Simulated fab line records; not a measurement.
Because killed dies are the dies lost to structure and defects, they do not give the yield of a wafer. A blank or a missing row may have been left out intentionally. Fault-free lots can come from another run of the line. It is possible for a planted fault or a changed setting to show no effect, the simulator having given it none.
Comparing a struck lot with a sound one | flow nandHarc | 15 steps out of a route of 1159
Sound: wafers L168.2, L168.4, L168.5. Wafers L178.4, L178.6 were the ones struck. The cause comes at the end.
For every step that has rows: the tool of each side, followed by ch and its chambers, followed by its first start. Under that, the readings that differ: sound wafers | struck wafers | difference of the means | sigmas: that difference in standard deviations of wafers without a fault.
alike: readings whose means differ by less than 2 such deviations, and words and numbers that are the same on both sides. not compared: withheld readings, readings that some wafer has no value for, bounds like >300 that may hide the same value, and numbers for which the record gives no deviation and whose values overlap.
A row with sigmas, a row that says differs or no value, or rows on one side alone: a step with any of these is where the two part. When numbers do not overlap yet have no deviation, they are printed without sigmas and do not part them. Lack of a reading on every wafer of one side parts them only where that side has two or more wafers.

first, 1 step without rows for these wafers: NHARC_A_ONON_D1_DEP_12 (target thk 1000 nm).
NHARC_A_ONON_D1_THK_MEAS_14: measures by ellipsometry.
  sound: filmMetro-02 at day 8 13:34; struck: filmMetro-01 at day 11 09:04
  alike: thkNm
then, 2 steps without rows for these wafers: NHARC_A_ONON_D1_ANNEAL_15 (time 3600 s); NHARC_A_ONON_D1_DEP_16 (target thk 1000 nm).
NHARC_A_ONON_D1_THK_MEAS_18: measures by ellipsometry.
  sound: filmMetro-02 at day 8 20:40; struck: filmMetro-01 at day 11 18:35
  alike: thkNm
then, no rows for these wafers at 1 step: NHARC_A_ONON_D1_DEP_19 (target thk 1000 nm).
NHARC_A_ONON_D1_THK_MEAS_21: measures by ellipsometry.
  sound: filmMetro-02 at day 8 21:16; struck: filmMetro-01 at day 11 19:11
  alike: thkNm
then, no rows for these wafers at 1 step: NHARC_A_ONON_D1_DEP_22 (target thk 1000 nm).
NHARC_A_ONON_D1_THK_MEAS_24: measures by ellipsometry.
  sound: filmMetro-02 at day 8 21:51; struck: filmMetro-01 at day 11 19:45
  alike: thkNm
then, no rows for these wafers at 1 step: NHARC_A_ONON_D1_DEP_25 (target thk 1000 nm).
NHARC_A_ONON_D1_THK_MEAS_27: measures by ellipsometry.
  sound: filmMetro-02 at day 8 22:26; struck: filmMetro-02 at day 11 20:19
  alike: thkNm
NHARC_A_ONON_D1_DEP_28: target thk 1000 nm.
  sound on pecvdOnon-03 ch 0, day 8 22:32; struck on pecvdOnon-01 ch 0, day 11 20:32
  alike: susceptorTempC
NHARC_A_ONON_D1_THK_MEAS_30: measures by ellipsometry.
  sound: filmMetro-01 at day 8 23:00; struck: filmMetro-02 at day 11 20:53
reading    | sound          | struck    | difference | sigmas
thkNm (nm) | 1007 1007 1009 | 1640 1641 | +633       | +68
NHARC_A_ONON_D1_DEP_33: deposits SiO2, target thk 200 nm.
  sound on pecvd-04 ch 0,1,2, day 8 23:05; struck on pecvd-03 ch 0, day 11 21:08
  alike: heaterPowerW, rfFwdPowerW, susceptorTempC, throttleValvePct
-- the record jumps here: 12 days lie between the struck wafers' starts before and after (it left off in module A_ONON_D1 and takes up again in module END, whose first step shown is number 1159 of the route) --
NHARC_END_SORT_01:
  the record has rows for the struck wafers here (prober-02 ch 0, day 23 16:23) and none for the sound ones

## WHERE THEY PART
Earliest at NHARC_A_ONON_D1_THK_MEAS_30; latest, in this record, at NHARC_END_SORT_01.

WHY: whatever the simulator had introduced
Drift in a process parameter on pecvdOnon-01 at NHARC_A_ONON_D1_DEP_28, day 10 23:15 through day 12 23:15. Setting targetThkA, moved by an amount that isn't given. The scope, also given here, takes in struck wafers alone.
